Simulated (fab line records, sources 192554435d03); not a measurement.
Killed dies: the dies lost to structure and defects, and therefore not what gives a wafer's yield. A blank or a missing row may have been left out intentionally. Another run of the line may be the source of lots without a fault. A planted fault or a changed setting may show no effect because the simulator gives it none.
8D (eight disciplines) problem report, filled in by code / flow n5Finfet / the parts of the form that need people (team, actions taken, sign-off) are left out

1. WHAT IS WRONG
At N5_GATE_CUT_CUT_ETCH_54, rfFwdPowerW averages 1214 W over 2 wafers from 2 lots, while fault-free wafers read 980 W, standard deviation 6. Measured from the usual mean, that is +39 standard deviations.
The step: etches TiN in Cl2/BCl3, target depth 96.7 nm.
Seen first at day 7 10:21 on rieMetal-03, wafer L808.6. The record holds 27 wafers of 9 lots with a number at this step. By rule, "out" or "out of limits" means more than 4 standard deviations away from the usual mean. Any other wafer with a number is counted as sound.

2. WHAT IT IS, WHAT IT ISN'T
question=which readings at this step | is=rfFwdPowerW, etchRfOnTimeS | is not=drypumpMotorCurrentA, oesProductAu, throttleValvePct
question=which lots | is=L808, L809 | is not=L797, L799, L800, L810, L811, L815, L817
question=which wafers of those lots | is=L808.6, L809.4 | is not=L808.2, L808.5, L809.1, L809.3
question=read on which tools | is=rieMetal-03 | is not=rieMetal-01, rieMetal-02
question=when | is=from day 7 10:21 | is not=up to then (11 sound wafers); but 14 sound wafers of L809, L810, L811, L815, L817 came after

3. SUSPECTS, AND WHAT RULES EACH OUT
Counting: if a tool at a process step up to the reading ran every lot that is out, it stays a suspect. Sound lots after the first of them don't rule it out here, since some wafers of a struck lot are sound.
- plasmaAsher-01 at N5_HKMG_FIN_STRIP_69 (strips in N2/H2, time 360 s): kept. It processed each lot that is out (first: L808, day 7 04:29); up to then, its last sound lot is L800 (day 5 10:33).
- rieMetal-03 at N5_GATE_CUT_CUT_ETCH_53 (etches W in SF6/Cl2, target depth 79.2 nm): kept. It processed each lot that is out (first: L808, day 7 10:17); up to then, its last sound lot is L800 (day 5 16:38).
- rieMetal-03 at N5_GATE_CUT_CUT_ETCH_54 (etches TiN in Cl2/BCl3, target depth 96.7 nm): kept. It processed each lot that is out (first: L808, day 7 10:21); up to then, its last sound lot is L800 (day 5 16:41). On those wafers its own readings are out: etchRfOnTimeS, rfFwdPowerW.
- Within rieMetal-03 at N5_GATE_CUT_CUT_ETCH_53: the wafers that are out ran in chamber 0; their sound lot-mates ran in chamber 1.
- Within rieMetal-03 at N5_GATE_CUT_CUT_ETCH_54: the wafers that are out ran in chamber 0; their sound lot-mates ran in chamber 1.
After the count, these remain: plasmaAsher-01 at N5_HKMG_FIN_STRIP_69, rieMetal-03 at N5_GATE_CUT_CUT_ETCH_53 and rieMetal-03 at N5_GATE_CUT_CUT_ETCH_54.

4. THE CAUSE (what the simulator had put in)
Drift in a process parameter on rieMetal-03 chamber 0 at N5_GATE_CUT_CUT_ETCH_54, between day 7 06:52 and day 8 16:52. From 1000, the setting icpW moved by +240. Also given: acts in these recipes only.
This tool is one of the 3 suspects left after counting.

5. THE CHAIN OF EFFECTS, in route order
Each row: a reading whose mean over the struck wafers that have a number lies more than 3 standard deviations from the usual. Only readings for which the record gives a usual standard deviation are gone through. hours: the time from each lot's start at the first step in this table that gives one to its start at this step, as a median over the lots. sigmas: the change in usual standard deviations.
hours=0; step=N5_GATE_CUT_CUT_ETCH_54; reading=etchRfOnTimeS; usual=36.6 s; on struck wafers=31.1; change=-5.5; sigmas=-9.1
hours=0; step=N5_GATE_CUT_CUT_ETCH_54; reading=rfFwdPowerW; usual=980 W; on struck wafers=1214; change=+234; sigmas=+39
Here are the process steps it includes:
- N5_GATE_CUT_CUT_ETCH_54: etches TiN in Cl2/BCl3, target depth 96.7 nm.
At these later measuring or inspecting steps, every struck wafer for which the step has a row has a number for every such reading, and none has moved that far: N5_BEOL_M4_RC_MEAS_101.

6. HOW IT WOULD HAVE BEEN CAUGHT EARLIER
In this record the first reading out of limits was taken at day 7 10:21, 3 hours after the fault began at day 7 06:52.
